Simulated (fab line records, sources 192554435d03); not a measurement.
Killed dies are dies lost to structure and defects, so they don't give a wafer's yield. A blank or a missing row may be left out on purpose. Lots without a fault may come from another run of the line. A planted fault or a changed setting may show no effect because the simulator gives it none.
Split-lot experiment | flow n5_finfet | 7 lots, 39 wafers read, on a route of 1938 steps

THE SPLIT
At N5_SD_EPI_N_LINER_46 (material SiNx, target thk 3 nm), the setting target_thk_a was moved away from the recipe's 30 angstrom on 15 of the 39 wafers read, by -13.0% to +14.6%. The other wafers ran this setting at the recipe's value.

The reading is taken at the split's own step.

THE READING
SiNx_of_SD_EPI_N_LINER_46.thk_nm (the simulator's own value, which no gauge read), in nm, at N5_SD_EPI_N_LINER_46 (material SiNx, target thk 3 nm). The file gives no usual value for it.

wafer  | tool, chamber at the split | target_thk_a as run, angstrom | against the recipe | SiNx_of_SD_EPI_N_LINER_46.thk_nm, nm | against lot-mates on the recipe
L083.1 | ald_sin-01, 0,3,0          | 30                            | recipe             | 3                                    | -
L083.3 | ald_sin-01, 0,3,0          | 30                            | recipe             | 3                                    | -
L083.6 | ald_sin-01, 0,3,0          | 30                            | recipe             | 3                                    | -
L083.2 | ald_sin-01, 2,1,1          | 27.53                         | -8.2%              | 2.8                                  | -0.2
L083.4 | ald_sin-01, 2,1,1          | 27.53                         | -8.2%              | 2.8                                  | -0.2
L083.5 | ald_sin-01, 2,1,1          | 27.53                         | -8.2%              | 2.8                                  | -0.2
L084.1 | ald_sin-04, 2,1,0          | 32.18                         | +7.3%              | 3.2                                  | +0.2
L084.3 | ald_sin-04, 2,1,0          | 32.18                         | +7.3%              | 3.2                                  | +0.2
L084.4 | ald_sin-04, 2,1,0          | 32.18                         | +7.3%              | 3.2                                  | +0.2
L084.2 | ald_sin-04, 3,1,2          | 30                            | recipe             | 3                                    | -
L084.5 | ald_sin-04, 3,1,2          | 30                            | recipe             | 3                                    | -
L084.6 | ald_sin-04, 3,1,2          | 30                            | recipe             | 3                                    | -
L087.1 | ald_sin-04, 0,1,3          | 34.38                         | +14.6%             | 3.4                                  | +0.4
L087.3 | ald_sin-04, 0,1,3          | 34.38                         | +14.6%             | 3.4                                  | +0.4
L087.5 | ald_sin-04, 0,1,3          | 34.38                         | +14.6%             | 3.4                                  | +0.4
L087.2 | ald_sin-04, 3,2,2          | 30                            | recipe             | 3                                    | -
L087.4 | ald_sin-04, 3,2,2          | 30                            | recipe             | 3                                    | -
L087.6 | ald_sin-04, 3,2,2          | 30                            | recipe             | 3                                    | -
L088.1 | ald_sin-01, 2,1,3,0,0,3    | 30                            | recipe             | 3                                    | -
L088.2 | ald_sin-01, 2,1,3,0,0,3    | 30                            | recipe             | 3                                    | -
L088.3 | ald_sin-01, 2,1,3,0,0,3    | 30                            | recipe             | 3                                    | -
L088.4 | ald_sin-01, 2,1,3,0,0,3    | 30                            | recipe             | 3                                    | -
L088.5 | ald_sin-01, 2,1,3,0,0,3    | 30                            | recipe             | 3                                    | -
L088.6 | ald_sin-01, 2,1,3,0,0,3    | 30                            | recipe             | 3                                    | -
L089.1 | ald_sin-03, 1,3,2          | 30                            | recipe             | 3                                    | -
L089.2 | ald_sin-03, 1,3,2          | 30                            | recipe             | 3                                    | -
L089.4 | ald_sin-03, 1,3,2          | 30                            | recipe             | 3                                    | -
L089.3 | ald_sin-03, 0,3,2          | 26.7                          | -11.0%             | 2.6                                  | -0.4
L089.5 | ald_sin-03, 0,3,2          | 26.7                          | -11.0%             | 2.6                                  | -0.4
L089.6 | ald_sin-03, 0,3,2          | 26.7                          | -11.0%             | 2.6                                  | -0.4
L095.1 | ald_sin-04, 0,1,2          | 26.11                         | -13.0%             | 2.6                                  | -0.4
L095.3 | ald_sin-04, 0,1,2          | 26.11                         | -13.0%             | 2.6                                  | -0.4
L095.5 | ald_sin-04, 0,1,2          | 26.11                         | -13.0%             | 2.6                                  | -0.4
L095.2 | ald_sin-04, 2,3,3          | 30                            | recipe             | 3                                    | -
L095.4 | ald_sin-04, 2,3,3          | 30                            | recipe             | 3                                    | -
L095.6 | ald_sin-04, 2,3,3          | 30                            | recipe             | 3                                    | -
L097.1 | ald_sin-03, 3,1,3          | 30                            | recipe             | 3                                    | -
L097.3 | ald_sin-03, 3,1,3          | 30                            | recipe             | 3                                    | -
L097.6 | ald_sin-03, 3,1,3          | 30                            | recipe             | 3                                    | -
Where a row lists several chambers, the file gives one row for several wafers and doesn't say which wafer went through which chamber.

THE FIT
A straight line over all 39 wafers: SiNx_of_SD_EPI_N_LINER_46.thk_nm changes by +0.0296 nm for each +1% of target_thk_a; r = +0.99; the points scatter about the line by 0.026 nm.
The same after taking each lot's own level away (the mean of its wafers on the recipe; 39 wafers): +0.0296 nm for each +1%; r = +0.99; scatter 0.026 nm.
On that fit, the largest move of target_thk_a shifts the reading by 0.43 nm.
The lots' own levels span 3.00 to 3.00 nm.
So the lot-to-lot level changes the slope little: the two slopes agree.
Check: with one of the wafers moved furthest among these (+14.6%) left out of the fit, the line predicts +0.43 nm for it against its lot-mates. It came out at +0.4 nm against them.

OTHER SPLITS ON THESE WAFERS
These wafers also went through other splits before the reading. Each is held against what the fit with the lots' levels taken away leaves over:
other split on the same wafers        | wafers away from the commonest value | r with SiNx_of_SD_EPI_N_LINER_46.thk_nm (lot level and that fit taken away)
N5_WELL_APT_IMPLANT_15 energy_kev     | 9                                    | -0.08
N5_FIN_SAQP_HM_DEP_72 time_s          | 12                                   | +0.12
N5_FIN_SAQP_SPACER1_ALD_24 ald_cycles | 12                                   | -0.11

THE FILE'S OWN FIT
SiNx_of_SD_EPI_N_LINER_46.thk_nm changes by +0.0297 nm for each +1% of target_thk_a, r = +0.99.
